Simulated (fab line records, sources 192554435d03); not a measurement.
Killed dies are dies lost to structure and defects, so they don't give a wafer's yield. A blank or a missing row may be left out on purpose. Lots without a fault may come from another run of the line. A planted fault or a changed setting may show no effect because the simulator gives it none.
One fault seen from 2 desks | flow n5_finfet | each desk has only its own numbers; what lay behind them comes last

THE METROLOGY DESK
What the gauges read, lot by lot, whatever tool the lot ran on: means of the sampled wafers that have a number. A lot is out of limits, marked OUT, if its mean lies more than 4 standard deviations from the usual mean; the brackets give that distance. Of its 10 readings 7 are shown: those that lie furthest out on some lot.
Columns: A = DIBL_N at N5_BEOL_M4_RC_MEAS_101, usual 36.3 mV/V; B = DIBL_P at N5_BEOL_M4_RC_MEAS_101, usual 36.5 mV/V; C = IOFF_P at N5_BEOL_M4_RC_MEAS_101, usual 0.21 nA/um; D = ION_N at N5_BEOL_M4_RC_MEAS_101, usual 675 uA/um; E = ION_P at N5_BEOL_M4_RC_MEAS_101, usual 462 uA/um; F = VT_N at N5_BEOL_M4_RC_MEAS_101, usual 249 mV; G = VT_P at N5_BEOL_M4_RC_MEAS_101, usual -250 mV
lot  | first seen here | A    | B    | C    | D   | E   | F   | G
L932 | day 10 08:14    | 36.0 | 36.6 | 0.18 | 666 | 454 | 251 | -254
L939 | day 11 18:33    | 37.6 | 36.3 | 0.17 | 663 | 450 | 252 | -255
L941 | day 12 06:36    | 36.2 | 38.0 | 0.22 | 675 | 459 | 246 | -250
L943 | day 12 23:56    | 34.4 | 34.4 | 0.18 | 683 | 467 | 250 | -251
This desk's finding: nothing out of limits on any of the 4 lots.

THE TOOL OWNER'S DESK: rie_diel-06
The tool's own readings at N5_BEOL_M4_TRENCH_ETCH_37 (etches SiOC in C4F6/O2, target depth 55.555 nm, time 29.2 s): means of the sampled wafers that have a number, for each lot that ran on this tool. A lot is out of limits, marked OUT, if its mean lies more than 4 standard deviations from the usual mean; the brackets give that distance.
Columns: A = bias_w at N5_BEOL_M4_TRENCH_ETCH_37, usual 185.1 W; B = drypump_motor_current_A at N5_BEOL_M4_TRENCH_ETCH_37, usual 5.5 A; C = oes_product_au at N5_BEOL_M4_TRENCH_ETCH_37, usual 0.78 a.u.; D = rf_vpp_V at N5_BEOL_M4_TRENCH_ETCH_37, usual 667 V; E = showerhead_plenum_p_Torr at N5_BEOL_M4_TRENCH_ETCH_37, usual 2.83 Torr; F = throttle_valve_pct at N5_BEOL_M4_TRENCH_ETCH_37, usual 20.87 %
lot  | first seen here | A               | B   | C    | D              | E    | F
L932 | day 10 03:15    | 185.1           | 5.2 | 0.79 | 675            | 2.79 | 20.76
L939 | day 11 13:54    | 162.1 (-43) OUT | 5.1 | 0.76 | 609 (-7.3) OUT | 2.73 | 20.78
L941 | day 12 01:46    | 162.5 (-43) OUT | 5.3 | 0.72 | 604 (-7.9) OUT | 2.89 | 21.02
This desk's finding: out of limits on L939, L941; first on L939, day 11 13:54 (bias_w at N5_BEOL_M4_TRENCH_ETCH_37). In limits: L932.

PUT TOGETHER
The tool owner's desk could have raised an alarm at day 11 13:54, on L939, L941.
The metrology desk saw nothing out of limits.
The metrology desk has L939, L941 on record, within its limits.
Of the lots named, all ran N5_BEOL_M4_TRENCH_ETCH_37 on rie_diel-06.

WHAT THE SIMULATOR HAD PUT IN
Process parameter drift: rie_diel-06, from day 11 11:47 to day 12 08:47, at N5_BEOL_M4_TRENCH_ETCH_37. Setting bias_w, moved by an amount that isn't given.
Lots struck among those shown: L939, L941.
Hours from the fault's start to each desk's first reading out of limits: the tool owner's desk, 2.
